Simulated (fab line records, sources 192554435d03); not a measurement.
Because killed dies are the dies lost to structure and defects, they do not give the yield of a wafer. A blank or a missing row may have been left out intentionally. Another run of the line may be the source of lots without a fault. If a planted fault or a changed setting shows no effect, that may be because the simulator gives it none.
Split-lot trial ; flow n5-finfet ; 7 lots, 39 wafers read, on a route of 1938 steps

ABOUT THE SPLIT
At N5_WELL_APT_EXPOSE_05 (exposes mask NWELL, defocus 0 nm, target cd 200 nm), the setting dose-mj was moved away from the recipe's 20.3 on 15 of the 39 wafers read, by -7.8% to +5.8%. The other wafers ran this setting at the recipe's value.

FROM THE SPLIT TO THE READING: what the file shows between them, 3 steps
- N5_WELL_APT_PEB_06: peb time 90 s
- N5_WELL_APT_DEVELOP_07: develop time 45 s
- N5_WELL_APT_HARDBAKE_12: time 120 s

THE READING
cd-nm, in nm, at N5_WELL_APT_CD_MEAS_08 (target cd 200 nm). A value of 199.3 nm with a standard deviation of 2.9 nm is what fault-free wafers of this fab line usually give.

wafer;tool, chamber at the split;dose-mj as run;against the recipe;cd-nm, nm;against lot-mates on the recipe
L076.1;krf-scanner-02, 0;20.3;recipe;197.2;-
L076.2;krf-scanner-02, 0;20.3;recipe;199.9;-
L076.3;krf-scanner-02, 0;18.71;-7.8%;188.3;-10.7
L076.4;krf-scanner-02, 0;20.3;recipe;200.0;-
L076.5;krf-scanner-02, 0;18.71;-7.8%;188.5;-10.5
L076.6;krf-scanner-02, 0;18.71;-7.8%;185.6;-13.4
L077.2;krf-scanner-01, 0;20.3;recipe;201.9;-
L077.3;krf-scanner-01, 0;20.3;recipe;200.9;-
L077.4;krf-scanner-01, 0;20.3;recipe;198.3;-
L081.1;krf-scanner-02, 0;20.3;recipe;198.5;-
L081.2;krf-scanner-02, 0;20.3;recipe;197.8;-
L081.3;krf-scanner-02, 0;20.91;+3.0%;203.1;+5.8
L081.4;krf-scanner-02, 0;20.91;+3.0%;199.9;+2.6
L081.5;krf-scanner-02, 0;20.91;+3.0%;200.3;+3.0
L081.6;krf-scanner-02, 0;20.3;recipe;195.6;-
L083.1;krf-scanner-01, 0;20.3;recipe;199.9;-
L083.2;krf-scanner-01, 0;20.3;recipe;203.0;-
L083.3;krf-scanner-01, 0;21.47;+5.8%;210.8;+8.6
L083.4;krf-scanner-01, 0;20.3;recipe;203.6;-
L083.5;krf-scanner-01, 0;21.47;+5.8%;208.8;+6.6
L083.6;krf-scanner-01, 0;21.47;+5.8%;211.3;+9.1
L088.1;krf-scanner-02, 0;20.3;recipe;196.5;-
L088.2;krf-scanner-02, 0;20.3;recipe;193.5;-
L088.3;krf-scanner-02, 0;20.3;recipe;196.0;-
L088.4;krf-scanner-02, 0;20.3;recipe;195.7;-
L088.5;krf-scanner-02, 0;20.3;recipe;194.5;-
L088.6;krf-scanner-02, 0;20.3;recipe;193.4;-
L092.1;krf-scanner-02, 0;20.3;recipe;203.3;-
L092.2;krf-scanner-02, 0;20.3;recipe;200.7;-
L092.3;krf-scanner-02, 0;21.35;+5.2%;207.0;+4.8
L092.4;krf-scanner-02, 0;20.3;recipe;202.7;-
L092.5;krf-scanner-02, 0;21.35;+5.2%;209.9;+7.7
L092.6;krf-scanner-02, 0;21.35;+5.2%;211.9;+9.7
L093.1;krf-scanner-01, 0;21.14;+4.1%;203.1;+4.6
L093.2;krf-scanner-01, 0;20.3;recipe;195.4;-
L093.3;krf-scanner-01, 0;20.3;recipe;202.8;-
L093.4;krf-scanner-01, 0;20.3;recipe;197.3;-
L093.5;krf-scanner-01, 0;21.14;+4.1%;207.6;+9.1
L093.6;krf-scanner-01, 0;21.14;+4.1%;207.5;+9.0

FIT RESULTS
A straight line over all 39 wafers: cd-nm changes by +1.67 nm for each +1% of dose-mj; r = +0.88; the points scatter about the line by 3 nm.
The same after taking each lot's own level away (the mean of its wafers on the recipe; 39 wafers): +1.48 nm for each +1%; r = +0.94; scatter 1.8 nm.
According to that fit, moving dose-mj by its largest amount changes the reading by 12 nm.
The span of the lots' own levels, 194.93 to 202.23 nm, comes to 2.5 times the standard deviation stated above.
In other words, the slope is changed by the lot-to-lot level; the two fits disagree.
Check: for one of the wafers moved furthest among these (-7.8%), held out of the fit, the line's prediction against its lot-mates is -11.8 nm. It came out at -10.7 nm against them.

THE WHOLE CHAIN: every reading that the file lists as answering this split, in the file's order
step;what it does;reading;change (the file's fit);r (the file's)
N5_WELL_APT_CD_MEAS_08;target cd 200 nm;cd-nm;+1.48 nm for each +1% of the setting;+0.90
N5_WELL_APT_DESCUM_13;chemistry O2, time 7.9 s;WELL_APT.cd-nm (the simulator's own value, which no gauge read);+1.48 nm for each +1% of the setting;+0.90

THE FILE'S OWN FIT
cd-nm changes by +1.48 nm for each +1% of dose-mj, r = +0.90.
